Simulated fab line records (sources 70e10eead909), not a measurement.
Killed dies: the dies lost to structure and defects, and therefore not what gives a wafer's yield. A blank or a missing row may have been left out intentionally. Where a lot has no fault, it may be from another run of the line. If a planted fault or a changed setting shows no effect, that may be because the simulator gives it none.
Which tool is to blame? -- flow nandHarc -- Sampling: 12 lots, 36 wafers, 6 of 1302 route steps

## WHAT THE GAUGES SHOWED, per wafer
NHARC_A_BLC_INSPECT_12.
lot,measured,on,rawDefectCount
L076,day 23 04:19,defectInspect-01,18 16 11
L078,day 25 03:51,defectInspect-02,21 24 36
L077,day 25 12:38,defectInspect-01,151 164 170
L081,day 25 19:55,defectInspect-01,120 103 99
L084,day 26 18:39,defectInspect-02,128 148 136
L085,day 27 05:08,defectInspect-01,36 39 39
L087,day 28 01:52,defectInspect-01,108 151 139
L088,day 28 17:54,defectInspect-02,81 89 99
L092,day 30 10:41,defectInspect-01,65 71 69
L093,day 30 23:41,defectInspect-01,63 72 69
L095,day 31 04:47,defectInspect-01,81 67 68
L096,day 31 18:16,defectInspect-02,64 61 66

## WHICH TOOL RAN EACH LOT (tool, then ch and the chambers of the sampled wafers, then the start)
lot,NHARC_A_CONTACT_ETCH_114,NHARC_A_CONTACT_ETCH_128,NHARC_A_CONTACT_ETCH_133,NHARC_A_CONTACT_ETCH_88,NHARC_A_CONTACT_ETCH_92
L076,"harCapEtch-02 ch 0,1, day 22 02:42","harCapEtch-03 ch 0,1, day 22 15:32","harCapEtch-03 ch 0,1, day 22 16:25","rieDiel-09 ch 0,1, day 22 21:28","rieDiel-02 ch 1,2,3, day 23 00:53"
L078,"harCapEtch-01 ch 0, day 23 20:26","harCapEtch-02 ch 1, day 24 10:24","harCapEtch-02 ch 1, day 24 11:17","rieDiel-03 ch 0,1, day 24 21:38","rieDiel-03 ch 1,2,3, day 25 00:38"
L077,"harCapEtch-03 ch 0,1, day 24 00:43","harCapEtch-02 ch 0,1, day 24 20:17","harCapEtch-02 ch 0,1, day 24 21:13","rieDiel-03 ch 0,1, day 25 06:26","rieDiel-02 ch 0,2,3, day 25 09:22"
L081,"harCapEtch-03 ch 0,1, day 24 18:32","harCapEtch-03 ch 0,1, day 25 06:36","harCapEtch-03 ch 0,1, day 25 07:53","rieDiel-03 ch 0,1, day 25 12:33","rieDiel-09 ch 0,3, day 25 16:38"
L084,"harCapEtch-01 ch 0,1, day 25 17:26","harCapEtch-02 ch 0,1, day 26 06:28","harCapEtch-02 ch 0,1, day 26 07:38","rieDiel-03 ch 0,2,3, day 26 12:31","rieDiel-09 ch 0,2,3, day 26 15:24"
L085,"harCapEtch-01 ch 0,1, day 26 05:22","harCapEtch-03 ch 0,1, day 26 16:49","harCapEtch-03 ch 0,1, day 26 18:00","rieDiel-03 ch 0,2,3, day 26 22:56","rieDiel-03 ch 0,3, day 27 01:49"
L087,"harCapEtch-03 ch 0,1, day 26 23:34","harCapEtch-03 ch 0,1, day 27 11:55","harCapEtch-03 ch 0,1, day 27 12:48","rieDiel-09 ch 0,1,3, day 27 19:50","rieDiel-03 ch 0,1,2, day 27 22:43"
L088,"harCapEtch-01 ch 0,1, day 27 17:29","harCapEtch-02 ch 0,1, day 28 04:52","harCapEtch-02 ch 0,1, day 28 05:47","rieDiel-02 ch 0,2,3, day 28 11:47","rieDiel-03 ch 0,2,3, day 28 14:41"
L092,"harCapEtch-01 ch 0,1, day 29 10:06","harCapEtch-01 ch 0,1, day 29 21:02","harCapEtch-01 ch 0,1, day 29 21:55","rieDiel-03 ch 0,1,3, day 30 04:31","rieDiel-03 ch 1,2,3, day 30 07:25"
L093,"harCapEtch-03 ch 0,1, day 29 18:15","harCapEtch-03 ch 0,1, day 30 06:52","harCapEtch-03 ch 0,1, day 30 07:47","rieDiel-02 ch 0,1,3, day 30 17:22","rieDiel-03 ch 1,2, day 30 20:15"
L095,"harCapEtch-01 ch 0,1, day 30 04:19","harCapEtch-03 ch 0,1, day 30 16:04","harCapEtch-03 ch 0,1, day 30 16:57","rieDiel-02 ch 0,2,3, day 30 22:41","rieDiel-02 ch 0,1,2, day 31 01:34"
L096,"harCapEtch-03 ch 0,1, day 30 20:04","harCapEtch-01 ch 0,1, day 31 06:22","harCapEtch-01 ch 0,1, day 31 07:15","rieDiel-03 ch 0,2,3, day 31 12:05","rieDiel-03 ch 1,2,3, day 31 14:58"
- NHARC_A_CONTACT_ETCH_114: etches the open film in C4F8/O2/Ar, time 190 s, target depth 1850 nm.
- NHARC_A_CONTACT_ETCH_128: etches the open film in C4F8/O2/Ar, time 197 s, target depth 1918 nm.
- NHARC_A_CONTACT_ETCH_133: etches the open film in C4F8/O2/Ar, time 374 s, target depth 1610 nm.
- NHARC_A_CONTACT_ETCH_88: etches the open film in CF4, target depth 39 nm, time 65 s.
- NHARC_A_CONTACT_ETCH_92: etches the open film in CH3F/O2, target depth 40 nm, time 85.7 s.

## THE ANSWER, worked out from the rows above alone
Rule: usual is defined by the lots themselves. Put in order of their means at a reading, lots are off if they are a third of the lots or fewer, leave a main group of 4 or more, and stand apart from it by a gap of 3 or more times the standard deviation of the main group's means; of several such gaps the widest counts. A main group whose means are all the same, to the digits that the tables above print for the reading, isn't used. A lot without any number at a reading at which 4 lots or more have one is off too. Any other lot the step has rows for is counted as sound.
No lot is off on any of the readings shown, so nothing can be concluded from this.

## WHAT THE SIMULATOR HAD INSERTED
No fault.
